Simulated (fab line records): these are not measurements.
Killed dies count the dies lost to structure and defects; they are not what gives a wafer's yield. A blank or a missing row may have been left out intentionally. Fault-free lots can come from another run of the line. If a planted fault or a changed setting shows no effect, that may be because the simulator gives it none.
Chamber matching -- flow n5Finfet -- rieDiel-05 running N5_BEOL_M4_ETCHBACK_99: 4 sister chambers
The step etches SiO2 in CHF3, target depth 5 nm, time 10.4 s. 16 wafers are shown with their chamber, then 8 later ones without.

== WAFERS WITH THEIR CHAMBER ==
wafer,chamber,showerheadPlenumPTorr (Torr),drypumpMotorCurrentA (A),throttleValvePct (%)
L080.3,3,2.29,5.0,16.93
L080.5,2,2.09,5.7,17.25
L080.6,1,2.19,6.1,16.72
L083.1,0,2.10,5.5,16.81
L083.2,2,2.09,5.7,17.26
L083.3,3,2.29,4.9,16.94
L086.2,2,2.08,5.6,17.28
L086.3,1,2.18,6.1,16.71
L086.6,1,2.18,6.1,16.72
L089.1,0,2.10,5.5,16.83
L089.5,1,2.18,6.1,16.74
L089.6,0,2.10,5.5,16.85
L090.1,0,2.10,5.5,16.82
L090.3,1,2.18,6.1,16.74
L090.4,2,2.08,5.7,17.30
L091.2,2,2.08,5.6,17.29

SIGNATURES, as means of the wafers listed above
reading,chamber 0,chamber 1,chamber 2,chamber 3,scatter within a chamber
showerheadPlenumPTorr,2.1000,2.1820,2.0840,2.2900,0.00408
drypumpMotorCurrentA,5.500,6.100,5.660,4.950,0.0376
throttleValvePct,16.8275,16.7260,17.2760,16.9350,0.0167
Rule: a wafer's distance from a chamber is the root of the sum, over the readings, of the square of ((its reading less the chamber's mean) divided by the reading's scatter). The wafer belongs to the nearest chamber; if the next one is less than 2 further off, it can't be placed. How the scatter is found: for the shown wafers, subtract from each reading the mean of its chamber, square and add these, divide the total by (wafers less chambers), then take the root.

== WAFERS MISSING THEIR CHAMBER ==
wafer,showerheadPlenumPTorr (Torr),drypumpMotorCurrentA (A),throttleValvePct (%)
L091.5,2.09,5.5,16.87
L091.6,2.28,5.0,16.98
L095.3,2.09,5.5,16.86
L095.4,2.08,5.6,17.30
L095.6,2.08,5.6,17.30
L096.1,2.27,5.0,16.99
L096.4,2.17,6.1,16.79
L096.5,2.07,5.6,17.33

== THE CHAMBER EACH PASSED THROUGH ==
wafer,from the rows above,in truth
L091.5,0,0
L091.6,3,3
L095.3,0,0
L095.4,2,2
L095.6,2,2
L096.1,3,3
L096.4,1,1
L096.5,2,2
8 of 8 placed correctly. From these rows, 0 cannot be placed. Placed wrongly: 0.
